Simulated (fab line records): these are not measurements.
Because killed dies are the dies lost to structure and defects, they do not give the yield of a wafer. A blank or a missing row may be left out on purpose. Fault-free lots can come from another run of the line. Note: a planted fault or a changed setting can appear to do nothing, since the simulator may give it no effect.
Chamber matching ; flow n5-finfet ; 3 sister chambers for N5_BEOL_M0_SAQP_ILD_DEP_01 on pecvd-03
The step deposits SiOC from DEMS/O2, target thk 45.419 nm, time 8.7 s. 16 wafers are shown with their chamber, then 8 later ones without.

== EACH WAFER AND ITS CHAMBER ==
wafer;chamber;heater-power-w (W);showerhead-plenum-p-Torr (Torr);throttle-valve-pct (%)
L074.2;2;433;5.686;11.3
L074.5;0;566;5.693;11.2
L074.6;1;499;5.721;11.6
L077.1;1;507;5.742;12.0
L077.2;2;438;5.678;11.4
L077.5;1;499;5.728;11.7
L085.1;2;417;5.690;11.7
L085.3;0;501;5.709;11.4
L085.6;0;516;5.685;11.4
L089.1;2;361;5.696;11.7
L089.3;0;567;5.691;11.4
L089.5;2;366;5.685;11.5
L090.2;0;543;5.683;11.6
L090.4;0;571;5.689;11.5
L090.6;1;504;5.725;12.2
L095.1;0;498;5.696;11.3

SIGNATURES, as means of the wafers listed above
reading;chamber 0;chamber 1;chamber 2;scatter within a chamber
heater-power-w;537.43;502.25;403.00;30
showerhead-plenum-p-Torr;5.69229;5.72900;5.68700;0.00819
throttle-valve-pct;11.400;11.875;11.520;0.187
Rule: a wafer's distance from a chamber is the root of the sum, over the readings, of the square of ((its reading less the chamber's mean) divided by the reading's scatter). If the next closest chamber is less than 2 further off than the closest, the wafer can't be placed; otherwise it belongs to the closest. The scatter: take each reading less its chamber's mean, square it, sum over the shown wafers, divide by the number of wafers less the number of chambers, and take the root.

== WAFERS WITH NO CHAMBER GIVEN ==
wafer;heater-power-w (W);showerhead-plenum-p-Torr (Torr);throttle-valve-pct (%)
L095.4;508;5.726;11.7
L095.5;504;5.742;12.2
L096.2;482;5.686;11.5
L096.4;486;5.690;11.4
L096.6;564;5.728;12.2
L097.4;433;5.682;11.2
L097.5;508;5.697;11.7
L097.6;553;5.720;12.5

== THE CHAMBER EACH PASSED THROUGH ==
wafer;from the rows above;in truth
L095.4;1;1
L095.5;1;1
L096.2;can't be placed: 0 or 2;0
L096.4;can't be placed: 0 or 2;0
L096.6;1;1
L097.4;can't be placed: 2 or 0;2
L097.5;can't be placed: 0 or 2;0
L097.6;1;1
4 of 8 placed correctly. Not placeable from these rows: 4 (in 4, the candidates include the true chamber). Placed wrongly: 0.
